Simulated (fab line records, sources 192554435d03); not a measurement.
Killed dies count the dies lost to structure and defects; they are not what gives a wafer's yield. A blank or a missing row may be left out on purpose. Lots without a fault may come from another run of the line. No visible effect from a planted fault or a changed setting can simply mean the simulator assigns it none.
Which tool is to blame?	flow n5_finfet	21 lots, 63 wafers sampled, at 1 step of a route of 1938

WHAT THE GAUGES READ, wafer by wafer
N5_BEOL_M14_CD_MEAS_10: the cd target is 250 nm. Usual: cd_nm at 250.7 nm, with a standard deviation of 1.6.
lot	measured	on	cd_nm (nm)	flag
L074	day 10 23:59	cd_sem-03	251.1 248.8 251.1	
L075	day 11 07:35	cd_sem-03	249.9 251.0 251.2	
L076	day 11 08:09	cd_sem-01	251.9 250.3 251.0	
L077	day 11 16:31	cd_sem-02	248.0 248.7 249.0	
L078	day 12 08:16	cd_sem-03	251.8 252.7 252.7	
L080	day 12 20:29	cd_sem-03	247.4 250.0 249.0	
L082	day 12 22:22	cd_sem-01	249.5 249.9 249.1	
L081	day 13 03:02	cd_sem-01	252.1 252.5 253.3	
L084	day 13 05:26	cd_sem-01	252.1 251.0 251.3	
L083	day 13 13:46	cd_sem-03	252.0 251.8 251.4	
L086	day 14 12:46	cd_sem-03	254.1 250.7 254.3	
L088	day 15 04:24	cd_sem-01	250.1 252.2 250.9	
L090	day 15 04:34	cd_sem-02	251.2 251.1 251.4	
L087	day 15 04:44	cd_sem-02	250.8 250.2 250.3	
L091	day 15 08:11	cd_sem-01	250.6 248.4 251.3	
L089	day 15 16:07	cd_sem-02	250.0 251.1 251.3	
L092	day 15 16:35	cd_sem-02	250.0 250.5 248.7	
L094	day 16 09:50	cd_sem-03	249.9 250.3 249.9	
L093	day 16 10:32	cd_sem-01	254.0 256.5 252.7	
L096	day 17 06:27	cd_sem-02	248.7 248.9 249.4	
L097	day 17 20:28	cd_sem-03	249.7 251.2 251.1	

EACH LOT AND THE TOOL THAT RAN IT (in order: tool; ch and the chambers of the sampled wafers; start)
Before these readings, the record contains no process step.

WHAT THE TOOLS THEMSELVES READ (means of the sampled wafers that have a number; where no wafer has one, the mark that the record gives instead)
The record holds no such reading with a usual standard deviation.

THE ANSWER, worked out from the rows above alone
Rule: a lot is off if the mean of its wafers that have a number lies more than 3 standard deviations from the usual mean. Also off: a lot with no number at a reading for which 4 or more lots have one. Any other lot the step has rows for is counted as sound. The gauges are gone through in route order, then the tools' own readings, and for those a lot's mean is taken as printed above. At the first step where some lot is off, the reading lying furthest off is the one used; lots without a number count as furthest.
No lot is off on any of the readings shown, so nothing can be concluded from this.

WHAT THE SIMULATOR HAD PUT IN
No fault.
